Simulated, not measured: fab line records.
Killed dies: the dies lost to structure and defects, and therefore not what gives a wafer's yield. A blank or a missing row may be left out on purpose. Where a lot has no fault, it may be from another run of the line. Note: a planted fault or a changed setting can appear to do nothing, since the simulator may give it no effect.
Struck lot and sound lot, side by side ; flow n5 finfet ; 26 steps out of a route of 1938
Sound: these wafers, L987.1, L987.2, L987.6. Struck: wafers L995.2, L995.5 (left out: L995.4, a lot-mate that was not struck); the cause follows at the end.
Order at every step that has rows: each side's tool, ch and its chambers, its first start. Under that, the readings that differ: sound wafers ; struck wafers ; difference of the means ; sigmas: that difference in standard deviations of wafers without a fault.
alike: readings with means less than 2 such deviations apart, plus words and numbers identical on both sides. not compared: withheld readings, readings lacking a value on some wafer, bounds such as >300 that could conceal the same value, and numbers that have no deviation in the record and whose values overlap.
Wherever a step has rows on one side only, a row that says differs or no value, or a row with sigmas, the two part there. Non-overlapping numbers with no deviation appear without sigmas and do not part them. A reading missing from all wafers of one side parts the sides only when that side holds two or more wafers.

first, 3 steps without rows for these wafers: N5_STI_FIN_REVEAL_ALD_14 (deposits Si3N4, target thk 3 nm); N5_STI_FIN_REVEAL_FCVD_FILL_01 (material SiO2 flowable, target thk 312 nm, time 512.2 s); N5_STI_FIN_REVEAL_DENSIFY_02 (time 1800 s).
N5_STI_FIN_REVEAL_CMP_04: polishes, stops on Si3N4, t overpolish 4 s, target thk 131.83 nm.
  sound on cmp-03 ch 0,1,2, day 5 20:09; struck on cmp-03 ch 1,3, day 7 14:39
reading;sound;struck;difference;sigmas
slurry flow ml min;149.8 149.4 149.3;150.8 151.1;+1.4;+3
  alike: motor current A, overpolish run s, time to endpoint s
N5_STI_FIN_REVEAL_THK_MEAS_05:
  struck on film metro-02, day 7 14:56; sound on film metro-01, day 5 20:22
  alike: thk nm
N5_STI_FIN_REVEAL_DENSIFY_30:
  sound on rtp anneal-01 ch 0, day 5 20:30; struck on rtp anneal-01 ch 0, day 7 15:00
  alike: lamp power pct, lamp_zone_4_pct, lamp_zone_6_pct
  not compared: wafer_temp_C_max
N5_STI_FIN_REVEAL_ETCHBACK_08: etches SiO2 in C4F6/O2, target depth 30.5 nm, time 10.167 s.
  sound on rie diel-06 ch 0,1, day 5 20:49; struck on rie diel-06 ch 0,2, day 7 15:11
  alike: C4F6_flow_sccm, bias w, drypump motor current A, oes_o_777_au, oes product au, rf vpp V, showerhead plenum p Torr, throttle valve pct
  not compared: rf hours counter h
N5_STI_FIN_REVEAL_STRIP_24: strips in N2/H2, time 90 s.
  sound on rie diel-06 ch 0,1, day 5 20:51; struck on rie diel-06 ch 0,2, day 7 15:13
  alike: drypump motor current A, oes product au, rf vpp V, showerhead plenum p Torr, throttle valve pct
  not compared: rf hours counter h
then, 4 steps without rows for these wafers: N5_STI_FIN_REVEAL_PRECLEAN_25 (cleans in SPM, time 90 s); N5_STI_FIN_REVEAL_PRECLEAN_26 (cleans in SC1, time 45 s); N5_STI_FIN_REVEAL_PRECLEAN_29 (cleans in DHF, time 30 s); N5_STI_FIN_REVEAL_SRD_12 (time 30 s).
N5_STI_FIN_REVEAL_RECESS_09: chemistry HF/NH3, target SiO2, afs cycles 11, target depth 42.5 nm, sublimation time 60 s.
  sound on vapor etch-02 ch 0,1, day 5 21:04; struck on vapor etch-01 ch 0, day 7 15:26
reading;sound;struck;difference;sigmas
sublimation temp c (C);179.78 180.02 179.98;180.32 180.30;+0.38;+2
  alike: drypump motor current A
then, 3 steps without rows for these wafers: N5_STI_FIN_REVEAL_STRIP_16 (strips SiNx in H3PO4, target depth 23.8 nm); N5_STI_FIN_REVEAL_PRECLEAN_17 (cleans in NF3:NH3, afs cycles 1, time 20 s, sublimation time 60 s); N5_STI_FIN_REVEAL_ETCH_34 (etches Si in H2, material Si, target depth 0.97 nm).
N5_STI_FIN_REVEAL_OXIDATION_31: chemistry O2 PLASMA REMOTE, time 20 s.
  sound on plasma asher-01 ch 0,1, day 5 23:14; struck on plasma asher-01 ch 0, day 7 17:38
  alike: drypump motor current A, heater power w
  not compared: rf hours counter h
then, 6 steps without rows for these wafers: N5_STI_FIN_REVEAL_PRECLEAN_32 (cleans in NF3:NH3, afs cycles 1, time 20 s, sublimation time 60 s); N5_STI_FIN_REVEAL_STRIP_35 (strips Si3N4 in H3PO4, target depth 4 nm, time 39 s); N5_STI_FIN_REVEAL_SRD_21 (time 30 s); N5_STI_FIN_REVEAL_OXIDATION_33 (chemistry O2 PLASMA REMOTE, time 20 s); N5_STI_FIN_REVEAL_CLEAN_19 (cleans in O3/DIW, time 120 s); N5_STI_FIN_REVEAL_SRD_23 (time 30 s).
N5_STI_FIN_REVEAL_CD_MEAS_22: target cd 6.238 nm, pitch 28 nm.
  struck on cd sem-03, day 7 18:10; sound on cd sem-01, day 5 23:46
  alike: cd nm
N5_STI_FIN_REVEAL_FIN_H_MEAS_10:
  struck on ocd-02, day 7 18:11; sound on ocd-01, day 5 23:47
reading;sound;struck;difference;sigmas
trench depth nm (nm);51.9 52.2 51.5;47.0 47.4;-4.7;-8
then, 1 step without rows for these wafers: N5_STI_FIN_REVEAL_PRECLEAN_18 (cleans in SC2, time 45 s).

WHERE THEY PART
First at N5_STI_FIN_REVEAL_CMP_04; last, within this record, at N5_STI_FIN_REVEAL_FIN_H_MEAS_10.

WHY: what the simulator had put in
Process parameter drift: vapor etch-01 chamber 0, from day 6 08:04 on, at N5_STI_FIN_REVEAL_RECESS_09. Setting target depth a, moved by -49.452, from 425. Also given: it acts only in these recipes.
